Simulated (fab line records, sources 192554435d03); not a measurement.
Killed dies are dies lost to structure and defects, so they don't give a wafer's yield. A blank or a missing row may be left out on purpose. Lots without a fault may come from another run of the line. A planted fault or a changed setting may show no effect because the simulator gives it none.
A struck lot beside a sound one | flow n5_finfet | 36 steps out of a route of 1938
Sound: wafers L816.2, L816.3, L816.5. Struck: wafers L825.3, L825.4, L825.5. The cause comes at the end.
At each step with rows: each side's tool, then ch and its chambers, then its first start. Under that, the readings that differ: sound wafers | struck wafers | difference of the means | sigmas: that difference in standard deviations of wafers without a fault.
alike: readings whose means differ by less than 2 such deviations, and words and numbers that are the same on both sides. not compared: withheld readings, readings that some wafer has no value for, bounds like >300 that may hide the same value, and numbers for which the record gives no deviation and whose values overlap.
The two part at a step that has a row with sigmas, a row that says differs or no value, or rows on one side only. Numbers that don't overlap but have no deviation are shown without sigmas and don't part them. A reading that every wafer of one side lacks parts them only if that side has two wafers or more.

first, 9 steps without rows for these wafers: N5_BEOL_M4_ANNEAL_95 (time 240 s); N5_BEOL_M4_SPUTTER_96 (material Cu, target thk 4.5 nm, time 8.29 s); N5_BEOL_M4_ECD_50 (material Cu, target thk 300 nm); N5_BEOL_M4_ANNEAL_51 (time 90 s); N5_BEOL_M4_CMP_52 (polishes, stops on SiOC, t overpolish 6.8 s, target thk 40 nm); N5_BEOL_M4_PRE_CLEAN_60 (time 15 s); N5_BEOL_M4_CO_CAP_55 (material Co, precursor CCTBA/H2, target thk 2 nm, time 102.1 s); N5_BEOL_M4_PRE_CLEAN_56 (time 15 s); N5_BEOL_M4_DEP_57 (deposits SiCN from 3MS/NH3, target thk 8 nm, time 14 s).
N5_BEOL_M4_RC_MEAS_101:
  sound on prober-02 ch 0, day 8 14:30; struck on prober-02 ch 0, day 10 22:56
  alike: DIBL_N, DIBL_P, IOFF_N, IOFF_P, ION_N, ION_P, SS_N, SS_P, VT_N, VT_P
then, 24 steps without rows for these wafers: N5_BEOL_M5_ILD_DEP_00 (deposits SiCOH lowk from DEMS/porogen, target thk 140.64 nm, time 25.9 s); N5_BEOL_M5_CURE_79 (cures SiCOH lowk, time 240 s); N5_BEOL_M5_PECVD_70 (deposits SiO2 from TEOS/O2, target thk 16 nm, time 18 s); N5_BEOL_M5_HM_DEP_02 (deposits TiN, target thk 20 nm); N5_BEOL_M5_COAT_59 (time 60 s, resist thk 60 nm); N5_BEOL_M5_COAT_60 (time 60 s, resist thk 12 nm); N5_BEOL_M5_COAT_71 (time 60 s, resist thk 5 nm); N5_BEOL_M5_COAT_05 (resist thk 30 nm); N5_BEOL_M5_EBR_07; N5_BEOL_M5_SOFTBAKE_06 (time 60 s); N5_BEOL_M5_EXPOSE_08 (exposes mask M5, target cd 28 nm); N5_BEOL_M5_PEB_09 (peb time 60 s); N5_BEOL_M5_DEVELOP_10 (develop time 30 s); N5_BEOL_M5_DESCUM_16 (chemistry O2, time 7 s); N5_BEOL_M5_ETCH_72 (etches underlayer in N2/H2, target depth 6.5 nm, time 5.2 s); N5_BEOL_M5_ETCH_61 (etches SiARC in CF4, target depth 15.6 nm, time 26 s); N5_BEOL_M5_ETCH_62 (etches SOC in N2/H2, target depth 75 nm, overetch 15 nm, time 112.5 s); N5_BEOL_M5_STRIP_63 (strips in N2/H2); N5_BEOL_M5_STRIP_73 (strips in N2/H2); N5_BEOL_M5_STRIP_64 (strips in CF4); N5_BEOL_M5_HM_OPEN_17 (chemistry Cl2/BCl3, target TiN, target depth 20 nm, overetch 6 nm); N5_BEOL_M5_STRIP_19 (strips in O2); N5_BEOL_M5_COAT_65 (time 60 s, resist thk 60 nm); N5_BEOL_M5_COAT_66 (time 60 s, resist thk 12 nm).
N5_BEOL_M8_ETCH_41: etches SiCN in CH3F/O2, target depth 31.9 nm, time 57.8 s.
  sound on rie_diel-02 ch 0,2,3, day 10 01:30; struck on rie_diel-02 ch 0,1, day 12 12:14
  no value came back on the struck wafers for any of 8 readings (CH3F_flow_sccm (sccm), O2_flow_sccm (sccm) and others); on the sound wafers CH3F_flow_sccm (sccm) reads 29.98 29.89 29.94
  not compared: rf_hours_counter_h
-- the record jumps here: 3 days lie between the struck wafers' starts before and after (it left off in module BEOL_M8 and takes up again in module PASSIVATION, whose first step shown is number 1936 of the route) --
N5_PASSIVATION_PROBE_49:
  sound on prober-01, day 12 19:17; struck on prober-01, day 15 17:52
  reading                  | sound          | struck         | difference | sigmas
  defect_limited_yield (%) | 92.1 92.1 90.8 | 0 0 0          | -92        | -65
  killed_at_M4_up          | 18 11 28       | 1106 1096 1106 | +1084      | +99 or more
  killed_dies              | 93 93 108      | 1180 1180 1180 | +1082      | +64
  killed_on_rim            | 13 14 17       | 152 152 152    | +137       | +33
  sort_bin_5_function (%)  | 4.4 4.5 4.8    | 97.5 96.8 96.4 | +92.3      | +99 or more
  sort_n_pass              | 1087 1087 1072 | 0 0 0          | -1082      | -64
  sort_yield_pct (%)       | 92.1 92.1 90.8 | 0 0 0          | -92        | -65
  alike: killed_at_M0_to_M3, killed_at_contacts, killed_at_front_end, killed_at_other, killed_open, killed_short, sort_bin_6_memory

WHERE THEY PART
First at N5_BEOL_M8_ETCH_41; last, within this record, at N5_PASSIVATION_PROBE_49.

WHY: what the simulator had put in
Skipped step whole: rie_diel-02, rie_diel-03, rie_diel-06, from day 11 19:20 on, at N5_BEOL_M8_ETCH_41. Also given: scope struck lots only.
